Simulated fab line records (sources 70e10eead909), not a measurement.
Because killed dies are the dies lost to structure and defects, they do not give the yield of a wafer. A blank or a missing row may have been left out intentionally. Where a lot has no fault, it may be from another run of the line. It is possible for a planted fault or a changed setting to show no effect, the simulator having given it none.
Chamber matching :: flow nand-harc :: NHARC_A_M1_STRIP_19 on wet-bench-08: 8 sister chambers
The step strips in post etch residue remover, time 600 s. 18 wafers are shown with their chamber, then 9 later ones without.

== EACH WAFER AND ITS CHAMBER ==
wafer: L969.1
chamber: 0
run-length-s (s): 600.9

wafer: L969.2
chamber: 1
run-length-s (s): 604.3

wafer: L969.6
chamber: 5
run-length-s (s): 604.2

wafer: L970.1
chamber: 0
run-length-s (s): 601.7

wafer: L970.2
chamber: 3
run-length-s (s): 604.1

wafer: L970.6
chamber: 1
run-length-s (s): 603.8

wafer: L972.3
chamber: 1
run-length-s (s): 603.6

wafer: L972.4
chamber: 2
run-length-s (s): 600.4

wafer: L972.5
chamber: 0
run-length-s (s): 600.8

wafer: L973.1
chamber: 1
run-length-s (s): 603.7

wafer: L973.2
chamber: 7
run-length-s (s): 602.0

wafer: L973.5
chamber: 3
run-length-s (s): 602.6

wafer: L971.1
chamber: 5
run-length-s (s): 603.0

wafer: L971.4
chamber: 0
run-length-s (s): 601.8

wafer: L971.5
chamber: 6
run-length-s (s): 604.6

wafer: L975.1
chamber: 3
run-length-s (s): 602.6

wafer: L975.4
chamber: 4
run-length-s (s): 602.7

wafer: L975.6
chamber: 7
run-length-s (s): 602.6

SIGNATURES, as means of the wafers listed above
reading: run-length-s
chamber 0: 601.300
chamber 1: 603.850
chamber 2: 600.400
chamber 3: 603.100
chamber 4: 602.700
chamber 5: 603.600
chamber 6: 604.600
chamber 7: 602.300
scatter within a chamber: 0.592
Rule: a wafer's distance from a chamber is the root of the sum, over the readings, of the square of ((its reading less the chamber's mean) divided by the reading's scatter). If the next closest chamber is less than 2 further off than the closest, the wafer can't be placed; otherwise it belongs to the closest. The scatter: take each reading less its chamber's mean, square it, sum over the shown wafers, divide by the number of wafers less the number of chambers, and take the root.

== WAFERS WHOSE CHAMBER IS MISSING ==
wafer: L977.1
run-length-s (s): 603.6

wafer: L977.3
run-length-s (s): 603.8

wafer: L977.5
run-length-s (s): 602.2

wafer: L992.1
run-length-s (s): 604.0

wafer: L992.2
run-length-s (s): 604.1

wafer: L992.6
run-length-s (s): 601.3

wafer: L991.1
run-length-s (s): 604.1

wafer: L991.4
run-length-s (s): 601.2

wafer: L991.6
run-length-s (s): 604.1

== EACH ONE'S CHAMBER ==
wafer: L977.1
from the rows above: can't be placed: 5 or 1 or 3 or 4 or 6
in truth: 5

wafer: L977.3
from the rows above: can't be placed: 1 or 5 or 3 or 6 or 4
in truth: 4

wafer: L977.5
from the rows above: can't be placed: 7 or 4 or 3 or 0
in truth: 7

wafer: L992.1
from the rows above: can't be placed: 1 or 5 or 6 or 3 or 4
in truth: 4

wafer: L992.2
from the rows above: can't be placed: 1 or 5 or 6 or 3 or 4
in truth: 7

wafer: L992.6
from the rows above: can't be placed: 0 or 2 or 7
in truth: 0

wafer: L991.1
from the rows above: can't be placed: 1 or 5 or 6 or 3 or 4
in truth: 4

wafer: L991.4
from the rows above: can't be placed: 0 or 2 or 7
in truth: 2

wafer: L991.6
from the rows above: can't be placed: 1 or 5 or 6 or 3 or 4
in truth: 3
Correct placement for 0 of the 9. Can't be placed from these rows: 9 (the true chamber is among the candidates in 8). Placed wrongly: 0.
